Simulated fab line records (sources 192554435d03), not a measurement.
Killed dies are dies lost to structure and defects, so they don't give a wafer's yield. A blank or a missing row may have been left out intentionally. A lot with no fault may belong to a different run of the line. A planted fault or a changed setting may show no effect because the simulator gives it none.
The tool behind it: which one?    flow n5-finfet    Sampling: 9 lots, 27 wafers, 5 of 1938 route steps

## WHAT EACH GAUGE READ, for each wafer
N5_BEOL_M4_RC_MEAS_101.
lot   measured      on         DIBL_N (mV/V)
L232  day 8 14:59   prober-01  39.5 36.7 34.4
L233  day 9 08:23   prober-02  35.7 37.7 34.8
L234  day 9 13:48   prober-01  37.7 36.7 37.9
L237  day 9 18:23   prober-01  37.7 34.9 36.0
L241  day 10 18:53  prober-02  37.4 37.3 38.5
L242  day 10 18:41  prober-01  35.6 38.3 37.2
L251  day 13 00:14  prober-02  41.6 35.2 39.3
L253  day 13 21:37  prober-01  36.6 34.7 34.5
L254  day 14 00:27  prober-01  34.9 37.6 37.8

## WHICH TOOL RAN EACH LOT (tool, then ch and the chambers of the sampled wafers, then the start)
lot   N5_SPACER0_ALD_08                 N5_SD_EPI_N_ETCH_34                N5_SD_EPI_N_ETCH_45                N5_SD_EPI_N_SD_RECESS_17
L232  ald-sin-03 ch 0,2, day 3 09:44    rie-diel-02 ch 0,1,2, day 3 10:49  rie-diel-02 ch 0,1,2, day 3 11:18  rie-si-05 ch 0,1,2, day 3 11:28
L233  ald-sin-01 ch 2,3, day 3 14:32    rie-diel-06 ch 0,2,3, day 3 15:13  rie-diel-06 ch 0,2,3, day 3 15:41  rie-si-04 ch 0,2, day 3 15:52
L234  ald-sin-03 ch 2,3, day 3 17:16    rie-diel-06 ch 1,2,3, day 3 18:08  rie-diel-06 ch 1,2,3, day 3 18:37  rie-si-04 ch 1,3, day 3 18:47
L237  ald-sin-04 ch 0,2, day 4 12:37    rie-diel-02 ch 0,3, day 4 13:18    rie-diel-02 ch 0,3, day 4 13:47    rie-si-04 ch 0,2,3, day 4 13:57
L241  ald-sin-01 ch 0,2,3, day 5 14:00  rie-diel-02 ch 0,2,3, day 5 14:41  rie-diel-02 ch 0,2,3, day 5 15:10  rie-si-05 ch 0,1,3, day 5 15:20
L242  ald-sin-04 ch 1,2, day 5 20:40    rie-diel-02 ch 0,2,3, day 5 21:14  rie-diel-02 ch 0,2,3, day 5 21:44  rie-si-05 ch 1,2,3, day 5 21:52
L251  ald-sin-04 ch 2,3, day 8 00:48    rie-diel-05 ch 0,1,3, day 8 01:40  rie-diel-05 ch 0,1,3, day 8 02:09  rie-si-05 ch 2,3, day 8 02:19
L253  ald-sin-04 ch 0,3, day 8 13:02    rie-diel-05 ch 1,2,3, day 8 14:08  rie-diel-05 ch 1,2,3, day 8 14:37  rie-si-03 ch 0,1,3, day 8 14:47
L254  ald-sin-04 ch 1,2,3, day 8 17:30  rie-diel-05 ch 0,2,3, day 8 18:31  rie-diel-05 ch 0,2,3, day 8 18:59  rie-si-05 ch 1,2, day 8 19:10
- N5_SPACER0_ALD_08: deposits SiNx, target thk 2 nm.
- N5_SD_EPI_N_ETCH_34: etches SiARC in CF4, target depth 45.5 nm, time 75.8 s.
- N5_SD_EPI_N_ETCH_45: etches SiOCN in CH3F/O2, target depth 6 nm.
- N5_SD_EPI_N_SD_RECESS_17: chemistry HBr/Cl2/O2, target depth 41 nm, time 23.7 s, bt time 3 s.

## THE ANSWER, worked out from the rows above alone
Rule: what is usual is taken from the lots themselves. Put in order of their means at a reading, lots are off if they are a third of the lots or fewer, leave a main group of 4 or more, and stand apart from it by a gap of 3 or more times the standard deviation of the main group's means; of several such gaps the widest counts. A main group whose means are all the same, to the digits that the tables above print for the reading, isn't used. Also off: a lot with no number at a reading for which 4 or more lots have one. Any other lot the step has rows for is counted as sound.
Across all readings shown, no lot is off: no conclusion can be drawn from this.

## WHAT THE SIMULATOR PUT IN
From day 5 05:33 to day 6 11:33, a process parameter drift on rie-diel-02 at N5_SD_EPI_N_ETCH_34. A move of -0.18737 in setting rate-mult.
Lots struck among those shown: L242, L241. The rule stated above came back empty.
